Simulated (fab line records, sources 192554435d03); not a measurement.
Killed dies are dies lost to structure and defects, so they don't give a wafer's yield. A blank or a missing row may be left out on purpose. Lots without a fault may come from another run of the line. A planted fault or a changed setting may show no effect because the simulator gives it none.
Split-lot experiment | flow n5_finfet | 7 lots, 21 wafers read, on a route of 1938 steps

THE SPLIT
At N5_SD_EPI_P_ETCH_16 (etches SiO2 in CHF3/O2, target depth 5 nm), the setting target_depth_a was moved away from the recipe's 50 angstrom on 5 of the 21 wafers read, by -9.9% to +10.3%. The other wafers ran this setting at the recipe's value.

The reading is taken at the split's own step.

THE READING
etch.depth_nm (the simulator's own value, which no gauge read), in nm, at N5_SD_EPI_P_ETCH_16 (etches SiO2 in CHF3/O2, target depth 5 nm). The file gives no usual value for it. The 16 wafers here that ran the recipe average 4.906 nm, standard deviation 0.13 nm.

wafer  | tool, chamber at the split | target_depth_a as run, angstrom | against the recipe | etch.depth_nm, nm | against lot-mates on the recipe
L076.1 | rie_diel-04, 3             | 50                              | recipe             | 5.021             | -
L076.5 | rie_diel-04, 1             | 50                              | recipe             | 4.798             | -
L076.6 | rie_diel-04, 0             | 50                              | recipe             | 5.062             | -
L080.2 | rie_diel-04, 0             | 54.36                           | +8.7%              | 5.509             | +0.546
L080.4 | rie_diel-04, 0             | 54.36                           | +8.7%              | 5.46              | +0.497
L080.5 | rie_diel-04, 3             | 50                              | recipe             | 4.963             | -
L081.2 | rie_diel-06, 1             | 45.05                           | -9.9%              | 4.563             | -0.534
L081.3 | rie_diel-06, 2             | 45.05                           | -9.9%              | 4.44              | -0.657
L081.4 | rie_diel-06, 3             | 50                              | recipe             | 5.097             | -
L084.3 | rie_diel-04, 1             | 50                              | recipe             | 4.711             | -
L084.5 | rie_diel-04, 1             | 50                              | recipe             | 4.75              | -
L084.6 | rie_diel-04, 0             | 55.13                           | +10.3%             | 5.535             | +0.804
L091.1 | rie_diel-04, 0             | 50                              | recipe             | 4.946             | -
L091.4 | rie_diel-04, 1             | 50                              | recipe             | 4.74              | -
L091.5 | rie_diel-04, 2             | 50                              | recipe             | 4.962             | -
L093.3 | rie_diel-04, 3             | 50                              | recipe             | 4.901             | -
L093.5 | rie_diel-04, 0             | 50                              | recipe             | 4.905             | -
L093.6 | rie_diel-04, 1             | 50                              | recipe             | 4.68              | -
L094.1 | rie_diel-04, 3             | 50                              | recipe             | 4.994             | -
L094.2 | rie_diel-04, 0             | 50                              | recipe             | 5.01              | -
L094.5 | rie_diel-04, 0             | 50                              | recipe             | 4.952             | -

THE FIT
A straight line over all 21 wafers: etch.depth_nm changes by +0.0537 nm for each +1% of target_depth_a; r = +0.90; the points scatter about the line by 0.13 nm.
The same after taking each lot's own level away (the mean of its wafers on the recipe; 21 wafers): +0.0642 nm for each +1%; r = +0.96; scatter 0.086 nm.
On that fit, the largest move of target_depth_a shifts the reading by 0.66 nm.
The lots' own levels span 4.7305 to 5.0970 nm, that is 2.9 times the standard deviation above.
So the lot-to-lot level changes the slope: the two fits differ.
Check: with one of the wafers moved furthest among these (+10.3%) left out of the fit, the line predicts +0.615 nm for it against its lot-mates. It came out at +0.804 nm against them.

THE FILE'S OWN FIT
etch.depth_nm changes by +0.067 nm for each +1% of target_depth_a, r = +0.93.
